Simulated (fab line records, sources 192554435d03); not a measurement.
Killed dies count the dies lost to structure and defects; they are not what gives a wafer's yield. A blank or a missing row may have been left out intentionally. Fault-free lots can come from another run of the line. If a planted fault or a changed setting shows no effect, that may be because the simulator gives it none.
fab line records -- flow n5-finfet
record lots=11, wafers=32, last-day=16
route steps=1938 shown BEOL_M7@1301 PASSIVATION@1936
lots that met no fault: from a run of the same line without faults
start-h: hours from the record's opening day to when the first of the lot's shown wafers began -- wait-h: hours from the lot's prior step to this one -- " unchanged from the row above -- L1.1+2: several wafers, shown together as one row -- - no value, or no start given -- * or withheld: withheld -- < > ~ a bound
route shown NAME@n: names a module that has steps shown in the file, with the first one's number in the route -- usual: mean and standard deviation over wafers with no fault -- same: alike in all rows -- chamber/n: place in a boat -- sites: the reading at each site -- _std_site: standard deviation across them -- _edge_site: outer sites' mean less inner sites' -- radius-mm: for every site, how far away it sits from the centre of the wafer -- mask NAME#n: copy n -- behind: the most recent tool/chamber to have shaped the wafer -- hold: reason for holding the lot/hours on hold/outcome of the hold -- device: which transistor (n, p or np) failed to switch -- end of line: tests run on the same wafers once the route is complete -- for a step that has no rows: nothing shown but its recipe -- killed: not the wafer's yield, but the dies lost to structure and defects at the first sort -- map: per-die view of a wafer (x killed, . not killed, _ where there is no die)
set.NAME: setting as actually run; set.NAME@STEP: the setting as run at that earlier step -- model.NAME: the simulator's own value behind a step, which no gauge read
the route's steps for a sample of lots (tables are steps, rows are wafers)
services: a tool's chamber out of use, with start hour (start-h, from the record's first day; less than 0 if before it), hours out, and reason
## steps
# step N5_BEOL_M7_ETCH_65
# recipe chemistry=CF4, target=SiARC, target-depth-a=156, mask-material=CAR-EUV, time-s=26, ion-energy-ev=80, pressure-mtorr=40, source-w=545, bias-w=36, Ar_flow_sccm=100, cf4-flow-sccm=100, ends=cleared
# usual drypump-motor-current-A=5.5/0.37, etch-rf-on-time-s=25.9/0.46, oes-product-au=0.68/0.072, rf-vpp-V=184.0/1, showerhead-plenum-p-Torr=2.15/0.057, throttle-valve-pct=15.61/0.24
lot.wafer,tool,chamber,start-h,wait-h,drypump-motor-current-A,etch-rf-on-time-s,oes-product-au,rf-hours-counter-h,rf-vpp-V,showerhead-plenum-p-Torr,throttle-valve-pct
L513.2,rie-diel-06,1,183.88,0.0,5.7,26.0,0.84,1,183.9,2.28,15.37
L513.3,rie-diel-06,0,183.88,0.0,5.4,26.4,0.61,204,183.0,2.12,15.86
L513.4,rie-diel-06,1,183.88,0.0,5.7,26.0,0.83,-,186.2,2.28,15.34
L522.2,rie-diel-05,0,252.79,0.0,4.9,26.2,0.58,238,184.7,2.11,15.95
L522.3,rie-diel-05,3,252.79,0.0,5.4,26.7,0.64,144,184.1,2.15,15.43
L522.6,rie-diel-05,2,252.79,0.0,5.8,25.6,0.69,-,183.8,2.16,15.94
L520.3,rie-diel-05,2,260.46,0.0,5.8,25.2,0.69,122,183.1,2.15,15.94
L520.5,rie-diel-05,1,260.46,0.0,4.9,26.1,0.72,-,183.0,2.08,15.37
L520.6,rie-diel-05,2,260.46,0.0,5.8,25.3,0.68,-,183.4,2.16,15.95
L521.2,rie-diel-05,1,263.84,0.0,4.9,26.0,0.72,81,182.3,2.08,15.36
L521.4,rie-diel-05,0,263.84,0.0,4.9,26.5,0.58,242,183.1,2.11,15.95
L521.5,rie-diel-05,2,263.84,0.0,5.8,25.4,0.68,-,184.6,2.16,15.95
L524.1,rie-diel-05,3,281.56,0.0,5.4,26.5,0.63,153,185.5,2.14,15.42
L524.2,rie-diel-05,1,281.56,0.0,4.9,25.9,0.71,86,183.2,2.08,15.38
L524.3,rie-diel-05,2,281.56,0.0,5.8,25.4,0.68,128,183.1,2.15,15.96
L525.4,rie-diel-05,1,287.85,0.0,4.9,25.9,0.71,-,182.8,2.08,15.39
L525.5,rie-diel-05,3,287.85,0.0,5.4,26.7,0.63,-,184.3,2.14,15.43
L525.6,rie-diel-05,2,287.85,0.0,5.8,25.6,0.68,-,183.5,2.15,15.97
L526.2,rie-diel-06,0,297.07,0.0,5.4,26.4,0.60,237,184.3,2.11,15.93
L526.4,rie-diel-06,2,297.07,0.0,5.8,25.6,0.65,140,184.8,2.15,15.76
L526.5,rie-diel-06,0,297.07,0.0,5.4,26.3,0.60,-,182.2,2.11,15.92
L527.2,rie-diel-06,3,298.92,0.0,5.2,25.0,0.78,30,182.5,2.09,15.53
L527.3,rie-diel-06,2,298.92,0.0,5.8,25.2,0.65,141,185.5,2.15,15.75
L527.5,rie-diel-06,1,298.92,0.0,5.7,26.0,0.75,-,185.9,2.27,15.41
L529.2,rie-diel-06,0,306.00,0.0,5.4,26.4,0.60,240,182.3,2.11,15.91
L529.4,rie-diel-06,3,306.00,0.0,5.1,25.0,0.78,32,183.5,2.09,15.53
L531.2,rie-diel-05,2,309.65,0.0,5.8,25.6,0.67,137,184.0,2.15,15.99
L531.5,rie-diel-05,0,309.65,0.0,4.9,26.2,0.58,-,182.9,2.11,15.99
L531.6,rie-diel-05,3,309.65,0.0,5.4,26.7,0.62,-,183.5,2.14,15.46
L530.1,rie-diel-03,3,316.04,0.0,5.4,25.9,0.63,183,184.4,2.13,15.93
L530.3,rie-diel-03,1,316.04,0.0,5.1,26.3,0.66,120,185.0,2.15,15.45
L530.6,rie-diel-03,2,316.04,0.0,5.7,26.8,0.57,-,185.7,2.20,15.54
# step N5_BEOL_M7_STRIP_80
# recipe chemistry=N2/H2, time-s=10, power-w=450, temp-c=40, pressure-mtorr=20, rf-frequency-hz=6e+07, bias-power-w=7, n2-flow-sccm=200, h2-flow-sccm=200
# usual drypump-motor-current-A=5.5/0.37, n2-flow-sccm=200.0/0.58, oes-product-au=0.79/0.085, rf-vpp-V=59.1/0.83, showerhead-plenum-p-Torr=2.54/0.069, throttle-valve-pct=23.61/0.25
# same time-s=10
lot.wafer,tool,chamber,start-h,wait-h,drypump-motor-current-A,n2-flow-sccm,oes-product-au,rf-hours-counter-h,rf-vpp-V,showerhead-plenum-p-Torr,throttle-valve-pct
L513.2,rie-diel-06,1,-,-,5.7,200.2,0.99,1,59.1,2.71,23.55
L513.3,rie-diel-06,0,-,-,5.4,200.0,0.73,204,58.9,2.52,23.88
L513.4,rie-diel-06,1,-,-,5.7,200.3,0.99,-,60.0,2.71,23.53
L522.2,rie-diel-05,0,-,-,4.9,200.0,0.68,239,59.1,2.50,23.86
L522.3,rie-diel-05,3,-,-,5.4,199.6,0.75,144,56.8,2.54,23.32
L522.6,rie-diel-05,2,-,-,5.8,199.8,0.80,-,59.0,2.55,23.99
L520.3,rie-diel-05,2,-,-,5.8,199.6,0.80,122,58.9,2.55,24.01
L520.5,rie-diel-05,1,-,-,4.9,199.4,0.85,-,58.3,2.46,23.32
L520.6,rie-diel-05,2,-,-,5.8,198.8,0.80,-,59.3,2.55,23.99
L521.2,rie-diel-05,1,-,-,4.9,200.1,0.83,81,57.8,2.46,23.31
L521.4,rie-diel-05,0,-,-,4.9,200.7,0.67,242,58.7,2.50,23.86
L521.5,rie-diel-05,2,-,-,5.9,200.1,0.80,-,59.1,2.55,24.00
L524.1,rie-diel-05,3,-,-,5.4,200.8,0.74,153,61.0,2.53,23.35
L524.2,rie-diel-05,1,-,-,4.9,199.8,0.83,86,59.1,2.46,23.32
L524.3,rie-diel-05,2,-,-,5.8,199.9,0.78,128,58.4,2.55,24.01
L525.4,rie-diel-05,1,-,-,4.9,199.6,0.84,-,58.1,2.46,23.33
L525.5,rie-diel-05,3,-,-,5.4,200.9,0.74,-,58.3,2.53,23.34
L525.6,rie-diel-05,2,-,-,5.8,199.6,0.79,-,59.3,2.55,24.01
L526.2,rie-diel-06,0,-,-,5.4,199.4,0.70,237,59.3,2.50,23.92
L526.4,rie-diel-06,2,-,-,5.8,199.3,0.75,140,58.6,2.55,23.69
L526.5,rie-diel-06,0,-,-,5.4,199.5,0.70,-,59.2,2.50,23.92
L527.2,rie-diel-06,3,-,-,5.2,198.7,0.92,30,59.1,2.47,23.48
L527.3,rie-diel-06,2,-,-,5.8,199.4,0.75,141,58.9,2.55,23.69
L527.5,rie-diel-06,1,-,-,5.7,199.7,0.89,-,60.4,2.69,23.57
L529.2,rie-diel-06,0,-,-,5.4,201.0,0.70,240,58.9,2.50,23.91
L529.4,rie-diel-06,3,-,-,5.2,199.8,0.91,33,59.0,2.47,23.48
L531.2,rie-diel-05,2,-,-,5.8,200.4,0.78,137,59.1,2.54,24.02
L531.5,rie-diel-05,0,-,-,4.9,200.3,0.67,-,60.4,2.50,23.86
L531.6,rie-diel-05,3,-,-,5.4,200.2,0.73,-,59.5,2.53,23.36
L530.1,rie-diel-03,3,-,-,5.4,200.0,0.72,183,58.8,2.53,23.99
L530.3,rie-diel-03,1,-,-,5.1,199.9,0.78,120,59.0,2.55,23.50
L530.6,rie-diel-03,2,-,-,5.8,198.9,0.68,-,58.3,2.60,23.29
# step N5_BEOL_M7_SURFACE_TREAT_79
# recipe gas=Ar, time-s=*, ion-energy-ev=*, ion-current-ma-cm2=0.5, pressure-mtorr=*, ar-flow-sccm=30
# usual throttle-valve-pct=*
# same time-s=*
lot.wafer,tool,chamber,start-h,wait-h,throttle-valve-pct
L513.2,pvd-sputter-01,-,186.89,0.2,*
L513.3,pvd-sputter-01,-,186.89,0.2,*
L513.4,pvd-sputter-01,-,186.89,0.2,*
L522.2,pvd-sputter-03,-,254.35,0.2,*
L522.3,pvd-sputter-03,-,254.35,0.2,*
L522.6,pvd-sputter-03,-,254.35,0.2,*
L520.3,pvd-sputter-03,-,261.92,0.3,*
L520.5,pvd-sputter-03,-,261.92,0.3,*
L520.6,pvd-sputter-03,-,261.92,0.3,*
L521.2,pvd-sputter-03,-,265.16,0.2,*
L521.4,pvd-sputter-03,-,265.16,0.2,*
L521.5,pvd-sputter-03,-,265.16,0.2,*
L524.1,pvd-sputter-03,-,283.19,0.2,*
L524.2,pvd-sputter-03,-,283.19,0.2,*
L524.3,pvd-sputter-03,-,283.19,0.2,*
L525.4,pvd-sputter-03,-,289.51,0.3,*
L525.5,pvd-sputter-03,-,289.51,0.3,*
L525.6,pvd-sputter-03,-,289.51,0.3,*
L526.2,pvd-sputter-02,-,298.75,0.2,*
L526.4,pvd-sputter-02,-,298.75,0.2,*
L526.5,pvd-sputter-02,-,298.75,0.2,*
L527.2,pvd-sputter-01,-,302.02,1.5,*
L527.3,pvd-sputter-01,-,302.02,1.5,*
L527.5,pvd-sputter-01,-,302.02,1.5,*
L529.2,pvd-sputter-03,-,307.48,0.2,*
L529.4,pvd-sputter-03,-,307.48,0.2,*
L531.2,pvd-sputter-03,-,311.25,0.3,*
L531.5,pvd-sputter-03,-,311.25,0.3,*
L531.6,pvd-sputter-03,-,311.25,0.3,*
L530.1,pvd-sputter-03,-,318.22,0.4,*
L530.3,pvd-sputter-03,-,318.22,0.4,*
L530.6,pvd-sputter-03,-,318.22,0.4,*
# step N5_BEOL_M7_CVD_78
# recipe material=Co, target-thk-a=20, temp-c=withheld, precursor=CCTBA/H2, pressure-torr=30, time-s=142.3
# usual run-length-s=165.4/0.37
lot.wafer,tool,chamber,start-h,wait-h,run-length-s,since-wet-clean-h
L513.2,cvd-co-02,2,187.19,0.3,165.7,269
L513.3,cvd-co-02,0,187.19,0.3,165.6,729
L513.4,cvd-co-02,0,187.19,0.3,165.3,-
L522.2,cvd-co-01,0,254.41,0.0,165.2,1014
L522.3,cvd-co-01,2,254.41,0.0,164.7,543
L522.6,cvd-co-01,1,254.41,0.0,164.8,-
L520.3,cvd-co-02,0,262.21,0.3,165.3,804
L520.5,cvd-co-02,0,262.21,0.3,165.1,-
L520.6,cvd-co-02,2,262.21,0.3,165.7,-
L521.2,cvd-co-01,1,265.45,0.3,165.5,129
L521.4,cvd-co-01,0,265.45,0.3,165.0,-
L521.5,cvd-co-01,1,265.45,0.3,165.1,-
L524.1,cvd-co-02,2,283.27,0.1,165.6,365
L524.2,cvd-co-02,1,283.27,0.1,166.1,1262
L524.3,cvd-co-02,0,283.27,0.1,165.6,825
L525.4,cvd-co-02,2,289.69,0.2,165.3,-
L525.5,cvd-co-02,1,289.69,0.2,165.6,-
L525.6,cvd-co-02,0,289.69,0.2,165.8,-
L526.2,cvd-co-01,2,298.89,0.1,164.8,588
L526.4,cvd-co-01,0,298.89,0.1,165.0,-
L526.5,cvd-co-01,2,298.89,0.1,164.6,-
L527.2,cvd-co-02,1,302.31,0.3,64.1,1281
L527.3,cvd-co-02,2,302.31,0.3,165.7,384
L527.5,cvd-co-02,2,302.31,0.3,166.1,-
L529.2,cvd-co-02,0,307.54,0.0,64.4,849
L529.4,cvd-co-02,1,307.54,0.0,63.9,-
L531.2,cvd-co-02,2,311.31,0.0,64.7,393
L531.5,cvd-co-02,1,311.31,0.0,166.0,-
L531.6,cvd-co-02,0,311.31,0.0,165.3,-
L530.1,cvd-co-01,0,318.28,0.0,165.3,1078
L530.3,cvd-co-01,2,318.28,0.0,164.9,607
L530.6,cvd-co-01,0,318.28,0.0,165.1,-
# step N5_PASSIVATION_PROBE_49
# usual defect-limited-yield=91.2/1.4, killed_at_M0_to_M3=34/10, killed_at_M4_up=13/5.1, killed-at-contacts=12/6.5, killed-at-front-end=41/11, killed-at-other=4/3.3, killed-dies=104/16, killed-on-rim=14/3.9, killed-open=69/13, killed-short=33/7, sort_bin_5_function=5.1/0.91, sort_bin_6_memory=3.3/0.69, sort-n-pass=1076/16, sort-yield-pct=91.2/1.4
# same gross-dies=1180, killed-at-back-side=0, sort_bin_4_leakage[%]=0, sort_bin_8_speed[%]=0
lot.wafer,tool,chamber,start-h,wait-h,defect-limited-yield[%],killed_at_M0_to_M3,killed_at_M4_up,killed-at-contacts,killed-at-front-end,killed-at-other,killed-dies,killed-on-rim,killed-open,killed-short,sort_bin_5_function[%],sort_bin_6_memory[%],sort-n-pass,sort-yield-pct[%]
L520.3,prober-01,-,339.63,0.1,90.5,43,11,6,47,5,112,15,71,41,5.5,3.9,1068,90.5
L520.5,prober-01,-,339.73,0.2,91.2,33,26,9,31,5,104,11,75,29,5.5,3.1,1076,91.2
L520.6,prober-01,-,339.78,0.3,89.6,59,18,6,38,2,123,20,84,38,5.5,4.2,1057,89.6
L524.1,prober-02,-,356.59,0.0,91.0,49,22,2,32,1,106,16,61,38,5.3,2.9,1074,91.0
L525.4,prober-01,-,358.11,0.2,90.9,27,14,8,51,7,107,13,78,29,5.2,3.8,1073,90.9
L525.5,prober-01,-,358.16,0.2,93.4,23,12,6,36,1,78,13,38,35,3.5,2.5,1102,93.4
L525.6,prober-01,-,358.21,0.3,92.3,27,9,16,31,8,91,9,62,29,5.0,2.5,1089,92.3
L527.3,prober-02,-,370.99,0.1,92.4,41,12,9,26,2,90,11,55,35,4.6,2.8,1090,92.4
# killed by level:class
L520.3 STI_FIN_REVEAL:geometric-particle:open=15 BEOL_M0_SAQP:geometric-particle:open=13 BEOL_M1:geometric-particle:open=7 FIN_SAQP:geometric-particle:open=6 FIN_SAQP:geometric-particle:short=6 BEOL_M0_SAQP:geometric-particle:short=6 BEOL_M2:geometric-particle:open=6 STI_FIN_REVEAL:geometric-particle:short=5
L520.5 BEOL_M4:geometric-particle:open=17 BEOL_M1:geometric-particle:open=11 FIN_SAQP:geometric-particle:open=9 BEOL_M0_SAQP:geometric-particle:open=8 FIN_SAQP:geometric-particle:short=6 STI_FIN_REVEAL:geometric-particle:open=6 MOL_CONTACT_COAG:geometric-particle:open=6 BEOL_M2:geometric-particle:open=6
L520.6 BEOL_M1:geometric-particle:open=19 BEOL_M0_SAQP:geometric-particle:short=14 STI_FIN_REVEAL:geometric-particle:open=12 BEOL_M0_SAQP:geometric-particle:open=10 BEOL_M2:geometric-particle:open=10 BEOL_M4:geometric-particle:open=7 FIN_SAQP:geometric-particle:short=6 MOL_CONTACT_COAG:geometric-particle:open=6
L524.1 BEOL_M3:geometric-particle:open=14 BEOL_M0_SAQP:geometric-particle:short=9 BEOL_M4:geometric-particle:open=7 HKMG_FIN:area-etch=7 BEOL_M1:geometric-particle:open=6 BEOL_M2:geometric-particle:open=6 FIN_SAQP:geometric-particle:short=5 BEOL_M0:geometric-particle:open=4
L525.4 FIN_SAQP:geometric-particle:open=15 STI_FIN_REVEAL:geometric-particle:open=10 MOL_CONTACT_COAG:geometric-particle:open=6 BEOL_M0_SAQP:geometric-particle:open=6 BEOL_M0_SAQP:geometric-particle:short=6 FIN_SAQP:geometric-particle:short=5 BEOL_M1:geometric-particle:open=5 BEOL_M4:geometric-particle:open=5
L525.5 STI_FIN_REVEAL:geometric-particle:open=11 BEOL_M0_SAQP:geometric-particle:short=8 MOL_CONTACT_COAG:geometric-particle:short=4 BEOL_M3:geometric-particle:open=4 STARTING-WAFER:geometric-particle:short=4 BEOL_M5:geometric-particle:short=4 FIN_SAQP:geometric-particle:open=3 STI_FIN_REVEAL:geometric-particle:short=3
L525.6 MOL_CONTACT_COAG:geometric-particle:open=13 FIN_SAQP:geometric-particle:open=9 BEOL_M0_SAQP:geometric-particle:short=7 BEOL_M3:geometric-particle:open=7 STI_FIN_REVEAL:geometric-particle:open=6 BEOL_M0_SAQP:geometric-particle:open=5 BEOL_M2:geometric-particle:open=4 BEOL_M4:geometric-particle:open=4
L527.3 BEOL_M0_SAQP:geometric-particle:open=11 BEOL_M3:geometric-particle:open=11 MOL_CONTACT_COAG:geometric-particle:open=6 BEOL_M0_SAQP:geometric-particle:short=6 FIN_SAQP:geometric-particle:short=5 BEOL_M2:geometric-particle:short=5 FIN_SAQP:geometric-particle:open=4 STI_FIN_REVEAL:geometric-particle:open=4
## services
tool,chamber,start-h,hours,kind
rie-diel-06,1,161.77,-,clean
rie-diel-06,1,161.77,-,consumable-replace:focus-ring
rie-diel-06,1,161.77,-,consumable-replace:showerhead
rie-diel-05,3,175.74,3.6,repair
rie-diel-06,3,180.34,-,clean
rie-diel-06,3,180.34,-,consumable-replace:focus-ring
rie-diel-06,3,180.34,15.5,scheduled-down
rie-diel-06,3,180.34,15.5,vent-cycle
cvd-co-02,-,185.61,0.4,repair
cvd-co-02,2,198.84,5.5,repair
rie-diel-03,0,209.33,4.7,repair
cvd-co-01,-,216.40,0.4,repair
rie-diel-06,0,235.18,4.9,repair
cvd-co-01,-,247.49,6.9,pm
rie-diel-03,0,268.47,1.5,repair
rie-diel-05,0,280.12,21.8,repair
rie-diel-05,0,314.89,-,clean
rie-diel-05,0,314.89,-,consumable-replace:focus-ring
rie-diel-05,0,314.89,23.4,scheduled-down
rie-diel-05,0,314.89,23.4,vent-cycle
## key
first-sign step=N5_BEOL_M7_CVD_78, reading=run-length-s, direction=down, sigmas=99+, usual=*, struck=*
effect none on later readings
met-at N5_BEOL_M7_CVD_78
struck-lots L527,L529,L531
struck-wafers L527.2,L529.2,L529.4,L531.2
not-acting-at N5_BEOL_M7_ETCH_65,N5_BEOL_M7_STRIP_80,N5_BEOL_M7_SURFACE_TREAT_79
onset-between 289.69 302.31
fault kind=process-parameter-drift, tool=cvd-co-02, chamber=-, onset-h=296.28, steps=N5_BEOL_M7_CVD_78, channel=time-s, offset=*, shape=step, end-h=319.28, scope=struck-wafers-only, acts-in=*, stated=*
